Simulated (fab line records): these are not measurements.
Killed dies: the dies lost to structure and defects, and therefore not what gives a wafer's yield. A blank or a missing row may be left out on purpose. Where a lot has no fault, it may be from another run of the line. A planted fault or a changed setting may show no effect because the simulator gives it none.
Matching of chambers ; flow n5Finfet ; rieDiel-06 running N5_BEOL_M0_CUTY_ETCH_62: 4 sister chambers
The step etches SiARC in CF4, time 58.5 s. 8 wafers are shown with their chamber, then 12 later ones without.

== WAFERS PAIRED WITH THEIR CHAMBERS ==
wafer;chamber;drypumpMotorCurrentA (A);showerheadPlenumPTorr (Torr)
L079.1;2;5.4;2.28
L083.5;3;4.9;2.10
L084.1;0;5.8;2.11
L084.2;2;5.4;2.27
L084.3;1;5.3;2.21
L084.4;3;4.9;2.10
L084.5;0;5.8;2.11
L084.6;1;5.4;2.21

== WAFERS MISSING THEIR CHAMBER ==
wafer;drypumpMotorCurrentA (A);showerheadPlenumPTorr (Torr)
L087.1;5.4;2.21
L087.2;5.8;2.11
L087.3;4.9;2.10
L087.4;5.4;2.27
L087.5;5.3;2.21
L087.6;5.8;2.11
L088.1;4.9;2.09
L088.4;5.4;2.21
L088.5;5.4;2.27
L094.3;5.4;2.27
L094.5;5.8;2.11
L094.6;5.3;2.20

== EACH ONE'S CHAMBER ==
wafer;from the rows above;in truth
L087.1;1;1
L087.2;0;0
L087.3;3;3
L087.4;2;2
L087.5;1;1
L087.6;0;0
L088.1;3;3
L088.4;1;1
L088.5;2;2
L094.3;2;2
L094.5;0;0
L094.6;1;1
12 of 12 placed correctly. Number that these rows cannot place: 0. Wrongly placed: 0.
How it was worked out, from the rows above alone: a wafer's distance from a chamber is the root of the sum, over the readings, of the square of ((its reading less the chamber's mean) divided by the reading's scatter). If the next closest chamber is less than 2 further off than the closest, the wafer can't be placed; otherwise it belongs to the closest. The mean given for a chamber averages the wafers shown for that chamber. How the scatter is found: for the shown wafers, subtract from each reading the mean of its chamber, square and add these, divide the total by (wafers less chambers), then take the root.
